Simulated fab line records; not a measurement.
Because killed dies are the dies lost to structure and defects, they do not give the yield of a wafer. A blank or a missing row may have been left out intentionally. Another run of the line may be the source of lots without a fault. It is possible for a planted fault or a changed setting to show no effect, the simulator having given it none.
A struck lot beside a sound one ; flow n5 finfet ; 15 out of 1938 route steps
Sound: the wafers L178.1, L178.2, L178.6. Struck: wafers L171.2, L171.4, L171.6. The cause is given at the end.
Order at every step that has rows: each side's tool, ch and its chambers, its first start. Under that, the readings that differ: sound wafers ; struck wafers ; difference of the means ; sigmas: that difference in standard deviations of wafers without a fault.
alike: words and numbers the same on both sides, and readings whose means are apart by under 2 such deviations; not compared: readings that were withheld, readings missing a value for some wafer, numbers with overlapping values and no deviation given by the record, and bounds like >300 which may hide the same value.
The two part at a step that has a row with sigmas, a row that says differs or no value, or rows on one side only. When numbers do not overlap yet have no deviation, they are printed without sigmas and do not part them. Lack of a reading on every wafer of one side parts them only where that side has two or more wafers.

first, 4 steps without rows for these wafers: N5_BEOL_M15_EXPOSE_07 (exposes mask V14); N5_BEOL_M15_PEB_08 (peb time 90 s); N5_BEOL_M15_DEVELOP_09 (develop time 45 s); N5_BEOL_M15_HARDBAKE_14 (time 120 s).
N5_BEOL_M15_CD_MEAS_10 targets a cd of 360 nm.
  sound on cd sem-03 ch 0, day 14 07:30; struck on cd sem-02 ch 0, day 13 02:46
  alike: cd nm
N5_BEOL_M15_OVL_MEAS_11:
  sound on overlay-02 ch 0, day 14 07:32; struck on overlay-02 ch 0, day 13 02:48
  alike: V14_OVL
N5_BEOL_M15_INSPECT_12: inspects for defects (macro).
  sound on defect inspect-01 at day 14 07:34; struck on defect inspect-01 at day 13 02:50
  alike: raw defect count
N5_BEOL_M15_DESCUM_15: chemistry O2, time 7.9 s.
  sound on rie diel-03 ch 0,1,3, day 14 08:08; struck on rie diel-03 ch 0,2,3, day 13 02:58
  alike: drypump motor current A, oes product au, rf vpp V, showerhead plenum p Torr, throttle valve pct
  not compared: rf hours counter h
N5_BEOL_M15_ETCH_59: etches BARC in N2/H2, target depth 89 nm, overetch 26.7 nm, time 67.9 s.
  sound on rie diel-03 ch 0,1,3, day 14 08:10; struck on rie diel-03 ch 0,2,3, day 13 03:00
  alike: drypump motor current A, h2 flow sccm, oes product au, rf vpp V, showerhead plenum p Torr, throttle valve pct
  not compared: rf hours counter h
N5_BEOL_M15_VIA_ETCH_16: etches SiO2 in C4F8/O2/Ar, target depth 1792.2 nm.
  sound on rie diel-03 ch 0,1,3, day 14 08:13; struck on rie diel-03 ch 0,2,3, day 13 03:03
  alike: drypump motor current A, oes_ar_750_au, oes_f_703_au, oes_o_777_au, oes product au, rf vpp V, showerhead plenum p Torr, throttle valve pct
N5_BEOL_M15_STRIP_63: strips in O2.
  sound on rie diel-03 ch 0,1,3; struck on rie diel-03 ch 0,2,3
  alike: chamber pressure mTorr, drypump motor current A, oes product au, rf vpp V, showerhead plenum p Torr, throttle valve pct
  not compared: rf hours counter h
N5_BEOL_M15_STRIP_64: strips in O2.
  sound on rie diel-03 ch 0,1,3; struck on rie diel-03 ch 0,2,3
  alike: chamber pressure mTorr, drypump motor current A, oes product au, rf vpp V, showerhead plenum p Torr, throttle valve pct
  not compared: rf hours counter h
N5_BEOL_M15_STRIP_65: strips in post etch residue remover, time 60 s.
  sound on wet bench-03 ch 4,5,7, day 14 08:34; struck on wet bench-05 ch 0,2,6, day 13 03:24
  no value came back on the struck wafers for run length s (s), temp c (C); on the sound wafers run length s (s) reads 66.9 67.1 65.7
then, 1 step without rows for these wafers: N5_BEOL_M15_SRD_66 (time 30 s, dry time 30 s).
N5_PASSIVATION_PROBE_49:
  the record has rows for the sound wafers here (prober-02, day 15 06:49) and none for the struck ones

WHERE THEY PART
Earliest at N5_BEOL_M15_STRIP_65; latest, in this record, at N5_PASSIVATION_PROBE_49.

WHY: what the simulator had put in
Beginning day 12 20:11, the whole step at N5_BEOL_M15_STRIP_65 was skipped on wet bench-05. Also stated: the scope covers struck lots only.
